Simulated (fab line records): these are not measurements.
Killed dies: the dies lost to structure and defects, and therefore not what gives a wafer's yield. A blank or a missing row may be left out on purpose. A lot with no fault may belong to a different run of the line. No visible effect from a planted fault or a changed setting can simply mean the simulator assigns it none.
The tool behind it: which one? :: flow nandHarc :: 24 lots, 72 wafers sampled, at 2 steps of a route of 1159

WHAT EACH GAUGE READ, for each wafer
NHARC_A_SOURCE_PLATE_THK_MEAS_06: measures by ellipsometry. Usual: thkNm reads 200.5 nm (standard deviation 2.3).
lot: L074
measured: day 7 07:26
on: filmMetro-01
thkNm (nm): 201.6 200.1 200.8
flag: 

lot: L075
measured: day 7 21:42
on: filmMetro-02
thkNm (nm): 200.5 200.3 199.2
flag: 

lot: L077
measured: day 8 04:01
on: filmMetro-02
thkNm (nm): 201.5 201.7 199.4
flag: 

lot: L078
measured: day 8 04:02
on: filmMetro-01
thkNm (nm): 200.8 199.6 198.4
flag: 

lot: L076
measured: day 8 04:01
on: filmMetro-02
thkNm (nm): 196.3 197.6 198.3
flag: 

lot: L079
measured: day 9 03:54
on: filmMetro-02
thkNm (nm): 199.6 202.7 203.2
flag: 

lot: L080
measured: day 9 03:53
on: filmMetro-01
thkNm (nm): 200.3 200.7 196.5
flag: 

lot: L082
measured: day 9 10:30
on: filmMetro-02
thkNm (nm): 203.1 201.9 202.0
flag: 

lot: L081
measured: day 9 10:30
on: filmMetro-01
thkNm (nm): 200.0 197.8 200.4
flag: 

lot: L083
measured: day 9 14:09
on: filmMetro-02
thkNm (nm): 203.2 201.2 201.2
flag: 

lot: L084
measured: day 9 23:07
on: filmMetro-02
thkNm (nm): 199.7 199.5 198.1
flag: 

lot: L085
measured: day 10 15:58
on: filmMetro-01
thkNm (nm): 197.3 199.9 197.3
flag: 

lot: L087
measured: day 10 15:58
on: filmMetro-01
thkNm (nm): 196.6 198.9 197.6
flag: 

lot: L086
measured: day 10 15:58
on: filmMetro-02
thkNm (nm): 198.1 200.4 200.4
flag: 

lot: L088
measured: day 11 07:34
on: filmMetro-02
thkNm (nm): 199.4 202.7 201.6
flag: 

lot: L089
measured: day 11 07:34
on: filmMetro-01
thkNm (nm): 199.9 200.1 200.5
flag: 

lot: L090
measured: day 11 14:30
on: filmMetro-02
thkNm (nm): 202.5 204.3 202.9
flag: 

lot: L091
measured: day 11 23:37
on: filmMetro-01
thkNm (nm): 199.4 201.5 200.0
flag: 

lot: L092
measured: day 11 23:38
on: filmMetro-02
thkNm (nm): 202.5 201.4 200.4
flag: 

lot: L093
measured: day 12 03:08
on: filmMetro-02
thkNm (nm): 193.9 197.9 197.4
flag: 

lot: L094
measured: day 12 03:08
on: filmMetro-01
thkNm (nm): 206.2 205.3 204.5
flag: 

lot: L095
measured: day 12 14:26
on: filmMetro-01
thkNm (nm): 201.8 201.0 201.2
flag: 

lot: L096
measured: day 12 14:26
on: filmMetro-02
thkNm (nm): 202.0 201.5 201.4
flag: 

lot: L097
measured: day 13 08:16
on: filmMetro-01
thkNm (nm): 203.1 201.3 202.4
flag: 

WHAT TOOL EACH LOT RAN ON (gives the tool, then ch and the chambers of the sampled wafers, and finally the start)
lot: L074
NHARC_A_ZERO_WELL_ETCH_13: rieSi-02 ch 0,1,2, day 6 12:35

lot: L075
NHARC_A_ZERO_WELL_ETCH_13: rieSi-01 ch 0,2, day 6 23:52

lot: L077
NHARC_A_ZERO_WELL_ETCH_13: rieSi-04 ch 0,2,3, day 7 06:35

lot: L078
NHARC_A_ZERO_WELL_ETCH_13: rieSi-02 ch 1,2,3, day 7 07:26

lot: L076
NHARC_A_ZERO_WELL_ETCH_13: rieSi-01 ch 0,3, day 7 07:49

lot: L079
NHARC_A_ZERO_WELL_ETCH_13: rieSi-04 ch 0,1,2, day 8 03:47

lot: L080
NHARC_A_ZERO_WELL_ETCH_13: rieSi-01 ch 1,3, day 8 04:14

lot: L082
NHARC_A_ZERO_WELL_ETCH_13: rieSi-04 ch 0,2, day 8 11:23

lot: L081
NHARC_A_ZERO_WELL_ETCH_13: rieSi-01 ch 2,3, day 8 13:37

lot: L083
NHARC_A_ZERO_WELL_ETCH_13: rieSi-02 ch 1,2,3, day 8 16:31

lot: L084
NHARC_A_ZERO_WELL_ETCH_13: rieSi-01 ch 0,1,2, day 8 23:57

lot: L085
NHARC_A_ZERO_WELL_ETCH_13: rieSi-04 ch 2,3, day 9 17:38

lot: L087
NHARC_A_ZERO_WELL_ETCH_13: rieSi-01 ch 1,2,3, day 9 18:24

lot: L086
NHARC_A_ZERO_WELL_ETCH_13: rieSi-02 ch 0,2,3, day 9 18:32

lot: L088
NHARC_A_ZERO_WELL_ETCH_13: rieSi-02 ch 0,2,3, day 10 10:28

lot: L089
NHARC_A_ZERO_WELL_ETCH_13: rieSi-04 ch 1,2,3, day 10 10:55

lot: L090
NHARC_A_ZERO_WELL_ETCH_13: rieSi-04 ch 1,2, day 10 17:07

lot: L091
NHARC_A_ZERO_WELL_ETCH_13: rieSi-02 ch 0,2,3, day 11 01:37

lot: L092
NHARC_A_ZERO_WELL_ETCH_13: rieSi-04 ch 1,2,3, day 11 02:20

lot: L093
NHARC_A_ZERO_WELL_ETCH_13: rieSi-02 ch 0,1,2, day 11 05:14

lot: L094
NHARC_A_ZERO_WELL_ETCH_13: rieSi-01 ch 0,2,3, day 11 05:56

lot: L095
NHARC_A_ZERO_WELL_ETCH_13: rieSi-01 ch 0,1,3, day 11 16:36

lot: L096
NHARC_A_ZERO_WELL_ETCH_13: rieSi-02 ch 1,2,3, day 11 17:50

lot: L097
NHARC_A_ZERO_WELL_ETCH_13: rieSi-04 ch 0,1,3, day 12 09:39
- NHARC_A_ZERO_WELL_ETCH_13: etches the open film in HBr/Cl2, target depth 120 nm, time 40.1 s.

AS READ BY THE TOOLS THEMSELVES (means over the sampled wafers that have a number; for cases with no such wafer, the mark the record gives instead)
NHARC_A_ZERO_WELL_ETCH_13. Usual: drypumpMotorCurrentA 5.9 A, standard deviation 0.44; oesProductAu 1.005 a.u., standard deviation 0.0082; throttleValvePct 26.406 %, standard deviation 0.0094.
lot: L074
tool: rieSi-02
drypumpMotorCurrentA (A): 5.9
oesProductAu (a.u.): 1.008
throttleValvePct (%): 26.406
flag: 

lot: L075
tool: rieSi-01
drypumpMotorCurrentA (A): 5.5
oesProductAu (a.u.): 1.006
throttleValvePct (%): 26.410
flag: 

lot: L077
tool: rieSi-04
drypumpMotorCurrentA (A): 6.0
oesProductAu (a.u.): 1.012
throttleValvePct (%): 26.402
flag: 

lot: L078
tool: rieSi-02
drypumpMotorCurrentA (A): 5.6
oesProductAu (a.u.): 1.009
throttleValvePct (%): 26.407
flag: 

lot: L076
tool: rieSi-01
drypumpMotorCurrentA (A): 5.7
oesProductAu (a.u.): 1.001
throttleValvePct (%): 26.408
flag: 

lot: L079
tool: rieSi-04
drypumpMotorCurrentA (A): 6.3
oesProductAu (a.u.): 1.004
throttleValvePct (%): 26.400
flag: 

lot: L080
tool: rieSi-01
drypumpMotorCurrentA (A): 6.2
oesProductAu (a.u.): 1.006
throttleValvePct (%): 26.416
flag: 

lot: L082
tool: rieSi-04
drypumpMotorCurrentA (A): 6.3
oesProductAu (a.u.): 1.002
throttleValvePct (%): 26.408
flag: 

lot: L081
tool: rieSi-01
drypumpMotorCurrentA (A): 5.7
oesProductAu (a.u.): 1.016
throttleValvePct (%): 26.402
flag: 

lot: L083
tool: rieSi-02
drypumpMotorCurrentA (A): 5.6
oesProductAu (a.u.): 0.997
throttleValvePct (%): 26.414
flag: 

lot: L084
tool: rieSi-01
drypumpMotorCurrentA (A): 5.8
oesProductAu (a.u.): 1.008
throttleValvePct (%): 26.408
flag: 

lot: L085
tool: rieSi-04
drypumpMotorCurrentA (A): 6.2
oesProductAu (a.u.): 1.000
throttleValvePct (%): 26.414
flag: 

lot: L087
tool: rieSi-01
drypumpMotorCurrentA (A): 6.0
oesProductAu (a.u.): 1.000
throttleValvePct (%): 26.405
flag: 

lot: L086
tool: rieSi-02
drypumpMotorCurrentA (A): 5.7
oesProductAu (a.u.): 0.998
throttleValvePct (%): 26.407
flag: 

lot: L088
tool: rieSi-02
drypumpMotorCurrentA (A): 5.7
oesProductAu (a.u.): 1.014
throttleValvePct (%): 26.402
flag: 

lot: L089
tool: rieSi-04
drypumpMotorCurrentA (A): 6.0
oesProductAu (a.u.): 1.002
throttleValvePct (%): 26.401
flag: 

lot: L090
tool: rieSi-04
drypumpMotorCurrentA (A): 6.3
oesProductAu (a.u.): 0.997
throttleValvePct (%): 26.393
flag: 

lot: L091
tool: rieSi-02
drypumpMotorCurrentA (A): 5.7
oesProductAu (a.u.): 1.005
throttleValvePct (%): 26.396
flag: 

lot: L092
tool: rieSi-04
drypumpMotorCurrentA (A): 6.0
oesProductAu (a.u.): 1.007
throttleValvePct (%): 26.414
flag: 

lot: L093
tool: rieSi-02
drypumpMotorCurrentA (A): 6.0
oesProductAu (a.u.): 1.006
throttleValvePct (%): 26.416
flag: 

lot: L094
tool: rieSi-01
drypumpMotorCurrentA (A): 5.6
oesProductAu (a.u.): 1.017
throttleValvePct (%): 26.409
flag: 

lot: L095
tool: rieSi-01
drypumpMotorCurrentA (A): 5.9
oesProductAu (a.u.): 1.004
throttleValvePct (%): 26.409
flag: 

lot: L096
tool: rieSi-02
drypumpMotorCurrentA (A): 5.6
oesProductAu (a.u.): 1.014
throttleValvePct (%): 26.399
flag: 

lot: L097
tool: rieSi-04
drypumpMotorCurrentA (A): 5.9
oesProductAu (a.u.): 1.001
throttleValvePct (%): 26.405
flag: 

THE ANSWER, worked out from the rows above alone
Rule: a lot counts as off when the mean over its wafers that have a number is more than 3 standard deviations away from the usual mean. Also off: a lot with no number at a reading for which 4 or more lots have one. All remaining lots with rows at the step are treated as sound. First the gauges in route order, then the tools' own readings, where a lot's mean is used as printed above. At the first step where some lot is off, the reading lying furthest off is the one used; lots without a number count as furthest.
No lot is off on any of the readings shown, so nothing can be concluded from this.

WHAT THE SIMULATOR HAD PUT IN
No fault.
